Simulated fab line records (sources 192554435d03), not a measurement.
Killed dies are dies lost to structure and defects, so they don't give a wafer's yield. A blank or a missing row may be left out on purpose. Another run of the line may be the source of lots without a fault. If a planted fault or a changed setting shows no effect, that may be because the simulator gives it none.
Comparing a struck lot with a sound one + flow n5-finfet + 41 out of 1938 route steps
Sound: these wafers, L668.1, L668.2, L668.3. Wafers L687.1, L687.2, L687.3 were the ones struck. The cause is given at the end.
Each step with rows lists, per side, the tool, then ch with its chambers, then its first start. Under that, the readings that differ: sound wafers + struck wafers + difference of the means + sigmas: that difference in standard deviations of wafers without a fault.
alike: readings with means less than 2 such deviations apart, plus words and numbers identical on both sides. not compared: withheld readings, readings lacking a value on some wafer, bounds such as >300 that could conceal the same value, and numbers that have no deviation in the record and whose values overlap.
A row with sigmas, a row that says differs or no value, or rows on one side alone: a step with any of these is where the two part. Numbers that don't overlap but have no deviation are shown without sigmas and don't part them. A reading that every wafer of one side lacks parts them only if that side has two wafers or more.

first, 9 steps without rows for these wafers: N5_BEOL_M4_ANNEAL_95 (time 240 s); N5_BEOL_M4_SPUTTER_96 (material Cu, target thk 4.5 nm, time 8.29 s); N5_BEOL_M4_ECD_50 (material Cu, target thk 300 nm); N5_BEOL_M4_ANNEAL_51 (time 90 s); N5_BEOL_M4_CMP_52 (polishes, stops on SiOC, t overpolish 6.8 s, target thk 40 nm); N5_BEOL_M4_PRE_CLEAN_60 (time 15 s); N5_BEOL_M4_CO_CAP_55 (material Co, precursor CCTBA/H2, target thk 2 nm, time 102.1 s); N5_BEOL_M4_PRE_CLEAN_56 (time 15 s); N5_BEOL_M4_DEP_57 (deposits SiCN from 3MS/NH3, target thk 8 nm, time 14 s).
N5_BEOL_M4_RC_MEAS_101:
  sound on prober-01 ch 0, day 8 14:11; struck on prober-01 ch 0, day 13 12:46
  alike: DIBL_N, DIBL_P, IOFF_N, IOFF_P, ION_N, ION_P, SS_N, SS_P, VT_N, VT_P
then, 24 steps without rows for these wafers: N5_BEOL_M5_ILD_DEP_00 (deposits SiCOH lowk from DEMS/porogen, target thk 140.64 nm, time 25.9 s); N5_BEOL_M5_CURE_79 (cures SiCOH lowk, time 240 s); N5_BEOL_M5_PECVD_70 (deposits SiO2 from TEOS/O2, target thk 16 nm, time 18 s); N5_BEOL_M5_HM_DEP_02 (deposits TiN, target thk 20 nm); N5_BEOL_M5_COAT_59 (time 60 s, resist thk 60 nm); N5_BEOL_M5_COAT_60 (time 60 s, resist thk 12 nm); N5_BEOL_M5_COAT_71 (time 60 s, resist thk 5 nm); N5_BEOL_M5_COAT_05 (resist thk 30 nm); N5_BEOL_M5_EBR_07; N5_BEOL_M5_SOFTBAKE_06 (time 60 s); N5_BEOL_M5_EXPOSE_08 (exposes mask M5, target cd 28 nm); N5_BEOL_M5_PEB_09 (peb time 60 s); N5_BEOL_M5_DEVELOP_10 (develop time 30 s); N5_BEOL_M5_DESCUM_16 (chemistry O2, time 7 s); N5_BEOL_M5_ETCH_72 (etches underlayer in N2/H2, target depth 6.5 nm, time 5.2 s); N5_BEOL_M5_ETCH_61 (etches SiARC in CF4, target depth 15.6 nm, time 26 s); N5_BEOL_M5_ETCH_62 (etches SOC in N2/H2, target depth 75 nm, overetch 15 nm, time 112.5 s); N5_BEOL_M5_STRIP_63 (strips in N2/H2); N5_BEOL_M5_STRIP_73 (strips in N2/H2); N5_BEOL_M5_STRIP_64 (strips in CF4); N5_BEOL_M5_HM_OPEN_17 (chemistry Cl2/BCl3, target TiN, target depth 20 nm, overetch 6 nm); N5_BEOL_M5_STRIP_19 (strips in O2); N5_BEOL_M5_COAT_65 (time 60 s, resist thk 60 nm); N5_BEOL_M5_COAT_66 (time 60 s, resist thk 12 nm).
N5_BEOL_M9_TRENCH_ETCH_37: etches SiCOH lowk in C4F6/O2, target depth 151.43 nm, time 49 s.
  sound on rie-diel-06 ch 0,2,3, day 10 07:31; struck on rie-diel-02 ch 0,1,3, day 15 07:55
| reading                                    | sound           | struck            | difference | sigmas |
|--------------------------------------------|-----------------|-------------------|------------|--------|
| drypump-motor-current-A (A)                | 5.3 4.9 5.0     | 5.7 5.9 5.8       | +0.7       | +2     |
| run-length-s (s)                           | 72.4 72.3 72.3  | 49.3 48.9 49.3    | -23.2      | -63    |
| model.etch.depth-nm (nm)                   | 156.6 152 155.8 | 79.94 78.31 76.54 | -76.54     |        |
| model.BEOL_M9.feature-depth-nm (nm)        | 156.6 152 155.8 | 80 78.4 76.6      | -76        |        |
| model.TiN_of_BEOL_M9_HM_DEP_02.thk-nm (nm) | 15.8 16.4 15.8  | 17.6 17.2 17.8    | +1.5       |        |
  alike: O2_flow_sccm, oes-product-au, rf-vpp-V, showerhead-plenum-p-Torr, throttle-valve-pct
  not compared: rf-hours-counter-h
N5_BEOL_M9_OCD_MEAS_38:
  sound on ocd-01, day 10 07:41; struck on ocd-01, day 15 08:05
| reading              | sound       | struck   | difference | sigmas |
|----------------------|-------------|----------|------------|--------|
| trench-depth-nm (nm) | 156 152 156 | 80 78 76 | -77        | -20    |
N5_BEOL_M9_CMP_52: polishes, stops on SiCOH lowk, t overpolish 7 s, target thk 140 nm.
  sound on cmp-02 ch 0,1,3, day 10 10:31; struck on cmp-01 ch 0,1,3, day 15 11:12
| reading                                | sound             | struck         | difference | sigmas |
|----------------------------------------|-------------------|----------------|------------|--------|
| model.Cu_of_BEOL_M9_ECD_50.thk-nm (nm) | 144.4 138.2 142.6 | 66.6 67.4 65.6 | -75.2      |        |
  alike: motor-current-A
N5_BEOL_M9_THK_MEAS_53: measures by xrf.
  sound on film-metro-02, day 10 10:49; struck on film-metro-02, day 15 11:28
| reading     | sound       | struck   | difference | sigmas |
|-------------|-------------|----------|------------|--------|
| M9_THK (nm) | 148 142 146 | 68 69 67 | -77        | -18    |
N5_BEOL_M9_RS_MEAS_57: measurement is done with a four-point probe.
  sound on film-metro-01, day 10 10:57; struck on film-metro-01, day 15 11:36
| reading        | sound             | struck            | difference | sigmas |
|----------------|-------------------|-------------------|------------|--------|
| M9_RS (ohm/sq) | 0.145 0.153 0.148 | 0.353 0.349 0.361 | +0.206     | +41    |
N5_BEOL_M15_RC_MEAS_101:
  sound on prober-01 ch 0, day 11 23:34; struck on prober-01 ch 0, day 17 02:17
| reading                   | sound          | struck    | difference | sigmas |
|---------------------------|----------------|-----------|------------|--------|
| SERP_M9 (ohm/um)          | 3.00 3.15 3.04 | 7.31 7.29 | +4.24      | +39    |
| SERP_M9_max_site (ohm/um) | 3.05 3.25 3.13 | 7.46 7.61 | +4.39      | +37    |
  alike: COMB_M10, COMB_M11, COMB_M12, COMB_M12_max_site, COMB_M13, COMB_M14, COMB_M14_max_site, COMB_M15, COMB_M15_max_site, COMB_M5, COMB_M6, COMB_M7, COMB_M8, SERP_M10, SERP_M11, SERP_M12, SERP_M13, SERP_M14, SERP_M5, SERP_M6, SERP_M7, SERP_M8
N5_PASSIVATION_PROBE_49:
  sound on prober-02, day 12 14:28; struck on prober-01, day 17 16:52
| reading                  | sound          | struck            | difference | sigmas      |
|--------------------------|----------------|-------------------|------------|-------------|
| defect-limited-yield (%) | 91.6 89.7 91.0 | 64.9 67.0 34.5    | -35.3      | -24         |
| killed_at_M4_up          | 13 24 9        | 310 282 692       | +413       | +79         |
| killed-dies              | 99 121 106     | 414 389 773       | +417       | +23         |
| killed-on-rim            | 15 25 7        | 43 37 136         | +56        | +13         |
| sort_bin_5_function (%)  | 5.5 5.8 5.4    | 5.8 5.1 48.0      | +14.1      | +15         |
| sort_bin_8_speed (%)     | 0 0 0          | 25.25 22.88 14.58 | +20.90     | +99 or more |
| sort-n-pass              | 1081 1059 1074 | 766 791 407       | -417       | -23         |
  alike: killed_at_M0_to_M3, killed-at-contacts, killed-at-front-end, killed-at-other, killed-open, killed-short, sort_bin_6_memory

WHERE THEY PART
First at N5_BEOL_M9_TRENCH_ETCH_37; last, within this record, at N5_PASSIVATION_PROBE_49.

WHY: what the simulator had put in
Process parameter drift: rie-diel-02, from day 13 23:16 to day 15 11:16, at N5_BEOL_M9_TRENCH_ETCH_37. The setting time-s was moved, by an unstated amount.
